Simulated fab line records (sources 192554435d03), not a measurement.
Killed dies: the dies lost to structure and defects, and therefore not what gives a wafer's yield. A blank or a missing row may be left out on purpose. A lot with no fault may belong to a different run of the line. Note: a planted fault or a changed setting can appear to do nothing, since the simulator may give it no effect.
Lot-split experiment -- flow n5Finfet -- 7 lots, 21 wafers read, on a route of 1938 steps

ABOUT THE SPLIT
At N5_BEOL_M6_PECVD_70 (deposits SiO2 from TEOS/O2, target thk 20 nm, time 22.7 s), the setting tempC was moved away from the recipe's 400 C on 9 of the 21 wafers read, by -3.1% to +3.9%. All remaining wafers had this setting at the recipe value.

FROM THE SPLIT TO THE READING: what the file shows between them, 3 steps
- N5_BEOL_M6_HM_DEP_02: deposits TiN, target thk 20 nm
- N5_BEOL_M6_COAT_59: time 60 s, resist thk 100 nm
- N5_BEOL_M6_STRIP_80: strips in N2/H2, time 10 s

THE READING
SiO2_of_BEOL_M6_PECVD_70.thkNm (the simulator's own value, which no gauge read), in nm, at N5_BEOL_M6_HM_STRIP_39 (strips TiN in peroxide tin strip, target depth 25 nm, time 158 s). There is no usual value for it anywhere in the file. Here, 12 wafers ran the recipe; their average is 19.9 nm with a standard deviation of 0.15 nm.

wafer,"tool, chamber at the split","tempC as run, C",against the recipe,"SiO2_of_BEOL_M6_PECVD_70.thkNm, nm",against lot-mates on the recipe
L077.2,"pecvd-04, 0,2",387.6,-3.1%,21.2,no lot-mate on the recipe
L077.4,"pecvd-04, 0,2",387.6,-3.1%,21.4,no lot-mate on the recipe
L077.6,"pecvd-04, 1",387.6,-3.1%,21.4,no lot-mate on the recipe
L081.2,"pecvd-04, 0",400,recipe,20,-
L081.5,"pecvd-04, 0",400,recipe,20,-
L081.6,"pecvd-04, 2",400,recipe,19.6,-
L082.4,"pecvd-04, 1",408.6,+2.2%,18.8,-1.2
L082.5,"pecvd-04, 0",400,recipe,20,-
L082.6,"pecvd-04, 2",408.6,+2.2%,18.6,-1.4
L087.1,"pecvd-03, 1",400,recipe,20,-
L087.4,"pecvd-03, 0,2",400,recipe,19.8,-
L087.6,"pecvd-03, 0,2",400,recipe,19.8,-
L086.1,"pecvd-04, 1",408.9,+2.2%,18.4,-1.6
L086.3,"pecvd-04, 0",408.9,+2.2%,18.8,-1.2
L086.6,"pecvd-04, 2",400,recipe,20,-
L090.2,"pecvd-03, 2",400,recipe,19.8,-
L090.3,"pecvd-03, 1",400,recipe,19.8,-
L090.6,"pecvd-03, 2",400,recipe,20.2,-
L095.1,"pecvd-03, 2",400,recipe,19.8,-
L095.3,"pecvd-03, 1,0",415.5,+3.9%,18,-1.8
L095.4,"pecvd-03, 1,0",415.5,+3.9%,18,-1.8
The file does not say which wafer passed through which chamber wherever a row lists several chambers: such a row stands for several wafers.

THE FIT
A straight line over all 21 wafers: SiO2_of_BEOL_M6_PECVD_70.thkNm changes by -0.496 nm for each +1% of tempC; r = -0.99; the points scatter about the line by 0.16 nm.
The same after taking each lot's own level away (the mean of its wafers on the recipe; 18 wafers): -0.514 nm for each +1%; r = -0.97; scatter 0.19 nm.
The reading moves by 2 nm for the largest change in tempC, on that fit.
Across the lots, their own levels run from 19.80 to 20.00 nm, a range of 1.3 times the standard deviation given above.
The two slopes are in agreement: the lot-to-lot level therefore moves the slope only a little.
Check: for one of the wafers moved furthest among these (+3.9%), held out of the fit, the line's prediction against its lot-mates is -2.12 nm. It came out at -1.8 nm against them.

OTHER SPLITS ON THESE WAFERS
Note: prior to the reading, these wafers also went through further splits. Each is held against what the fit with the lots' levels taken away leaves over:
other split on the same wafers,wafers away from the commonest value,r with SiO2_of_BEOL_M6_PECVD_70.thkNm (lot level and that fit taken away)
N5_BEOL_M4_TRENCH_ETCH_37 timeS,12,-0.43
N5_BEOL_M5_PECVD_70 tempC,6,-0.33
N5_BEOL_M5_HM_DEP_02 targetThkA,7,+0.04
N5_BEOL_M6_ILD_DEP_00 timeS,5,-0.01

THE WHOLE CHAIN: every reading that the file lists as answering this split, in the file's order
step,what it does,reading,change (the file's fit),r (the file's)
N5_BEOL_M6_PECVD_70,"deposits SiO2 from TEOS/O2, target thk 20 nm, time 22.7 s","SiO2_of_BEOL_M6_PECVD_70.thkNm (the simulator's own value, which no gauge read)",-0.466 nm for each +1% of the setting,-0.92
N5_BEOL_M6_HM_STRIP_39,"strips TiN in peroxide tin strip, target depth 25 nm, time 158 s","SiO2_of_BEOL_M6_PECVD_70.thkNm (the simulator's own value, which no gauge read)",-0.524 nm for each +1% of the setting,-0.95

FILE'S OWN FIT
SiO2_of_BEOL_M6_PECVD_70.thkNm changes by -0.524 nm for each +1% of tempC, r = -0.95.
